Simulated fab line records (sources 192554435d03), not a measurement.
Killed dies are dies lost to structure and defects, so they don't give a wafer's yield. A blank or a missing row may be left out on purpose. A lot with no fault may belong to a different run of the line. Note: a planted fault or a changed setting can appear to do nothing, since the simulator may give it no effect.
Lot-split experiment | flow n5-finfet | route with 1938 steps; 7 lots, 39 wafers read

ON THE SPLIT
At N5_MOL_CONTACT_COAG_ETCH_110 (etches Si in CF4/O2, target depth 2.5 nm, time 8 s), the setting source-w was moved away from the recipe's 200 W on 12 of the 39 wafers read, by -13.7% to +18.2%. This setting was run at the recipe's value on the other wafers.

The split's own step is where the reading is taken.

THE READING
etch.depth-nm (the simulator's own value, which no gauge read), in nm, at N5_MOL_CONTACT_COAG_ETCH_110 (etches Si in CF4/O2, target depth 2.5 nm, time 8 s). The file gives no usual value for it. The 27 wafers here that ran the recipe average 2.496 nm, standard deviation 0.063 nm.

wafer  | tool, chamber at the split | source-w as run, W | against the recipe | etch.depth-nm, nm | against lot-mates on the recipe
L075.1 | rie-diel-06, 0             | 200                | recipe             | 2.46              | -
L075.3 | rie-diel-06, 1             | 200                | recipe             | 2.459             | -
L075.5 | rie-diel-06, 1             | 200                | recipe             | 2.474             | -
L077.1 | rie-diel-06, 0             | 200                | recipe             | 2.489             | -
L077.2 | rie-diel-06, 1             | 236.4              | +18.2%             | 2.892             | +0.384
L077.3 | rie-diel-06, 3             | 236.4              | +18.2%             | 2.934             | +0.426
L077.4 | rie-diel-06, 2             | 200                | recipe             | 2.511             | -
L077.5 | rie-diel-06, 2             | 236.4              | +18.2%             | 2.914             | +0.406
L077.6 | rie-diel-06, 3             | 200                | recipe             | 2.525             | -
L089.1 | rie-diel-01, 0             | 200                | recipe             | 2.397             | -
L089.2 | rie-diel-01, 3             | 200                | recipe             | 2.563             | -
L089.3 | rie-diel-01, 2             | 200                | recipe             | 2.532             | -
L089.4 | rie-diel-01, 1             | 200                | recipe             | 2.558             | -
L089.5 | rie-diel-01, 3             | 200                | recipe             | 2.531             | -
L089.6 | rie-diel-01, 0             | 200                | recipe             | 2.381             | -
L094.1 | rie-diel-01, 3             | 213.8              | +6.9%              | 2.71              | +0.271
L094.2 | rie-diel-01, 0             | 200                | recipe             | 2.386             | -
L094.3 | rie-diel-01, 1             | 200                | recipe             | 2.549             | -
L094.4 | rie-diel-01, 2             | 213.8              | +6.9%              | 2.718             | +0.279
L094.5 | rie-diel-01, 1             | 213.8              | +6.9%              | 2.727             | +0.288
L094.6 | rie-diel-01, 0             | 200                | recipe             | 2.381             | -
L095.1 | rie-diel-01, 3             | 172.6              | -13.7%             | 2.228             | -0.318
L095.2 | rie-diel-01, 1             | 200                | recipe             | 2.551             | -
L095.3 | rie-diel-01, 0             | 172.6              | -13.7%             | 2.096             | -0.450
L095.4 | rie-diel-01, 2             | 172.6              | -13.7%             | 2.257             | -0.289
L095.5 | rie-diel-01, 3             | 200                | recipe             | 2.547             | -
L095.6 | rie-diel-01, 2             | 200                | recipe             | 2.54              | -
L096.1 | rie-diel-02, 2             | 200                | recipe             | 2.461             | -
L096.2 | rie-diel-02, 3,0           | 231.3              | +15.7%             | 2.832             | +0.361
L096.4 | rie-diel-02, 3,0           | 231.3              | +15.7%             | 2.832             | +0.361
L096.3 | rie-diel-02, 0             | 200                | recipe             | 2.479             | -
L096.5 | rie-diel-02, 3             | 200                | recipe             | 2.472             | -
L096.6 | rie-diel-02, 2             | 231.3              | +15.7%             | 2.842             | +0.371
L097.1 | rie-diel-01, 3             | 200                | recipe             | 2.538             | -
L097.2 | rie-diel-01, 2             | 200                | recipe             | 2.57              | -
L097.3 | rie-diel-01, 0             | 200                | recipe             | 2.379             | -
L097.4 | rie-diel-01, 1             | 200                | recipe             | 2.549             | -
L097.5 | rie-diel-01, 2             | 200                | recipe             | 2.556             | -
L097.6 | rie-diel-01, 3             | 200                | recipe             | 2.553             | -
Rows listing several chambers each stand for several wafers; the file does not say which wafer went through which chamber.

FIT RESULTS
A straight line over all 39 wafers: etch.depth-nm changes by +0.0227 nm for each +1% of source-w; r = +0.95; the points scatter about the line by 0.06 nm.
The same after taking each lot's own level away (the mean of its wafers on the recipe; 39 wafers): +0.0243 nm for each +1%; r = +0.95; scatter 0.061 nm.
The reading moves by 0.44 nm for the largest change in source-w, on that fit.
Measured against the standard deviation above, the lots' own levels, which go from 2.4387 to 2.5460 nm, span 1.7 times it.
So the lot-to-lot level changes the slope little: the two slopes agree.
Check: with one of the wafers moved furthest among these (+18.2%) left out of the fit, the line predicts +0.456 nm for it against its lot-mates. It came out at +0.384 nm against them.

THE OTHER SPLITS THESE WAFERS WENT THROUGH
Before the reading, these wafers also passed through other splits. Each is held against what the fit with the lots' levels taken away leaves over:
other split on the same wafers    | wafers away from the commonest value | r with etch.depth-nm (lot level and that fit taken away)
N5_WELL_APT_EXPOSE_22 dose-mj     | 15                                   | -0.12
N5_FIN_SAQP_SPACER1_ALD_24 temp-c | 12                                   | -0.29
N5_FIN_CUT_CUT_ETCH_26 time-s     | 12                                   | -0.07
N5_FIN_CUT_CUT_ETCH_15 time-s     | 12                                   | +0.06
N5_SD_EPI_N_LINER_46 target-thk-a | 15                                   | +0.01

THE FILE'S OWN FIT
etch.depth-nm changes by +0.0244 nm for each +1% of source-w, r = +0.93.
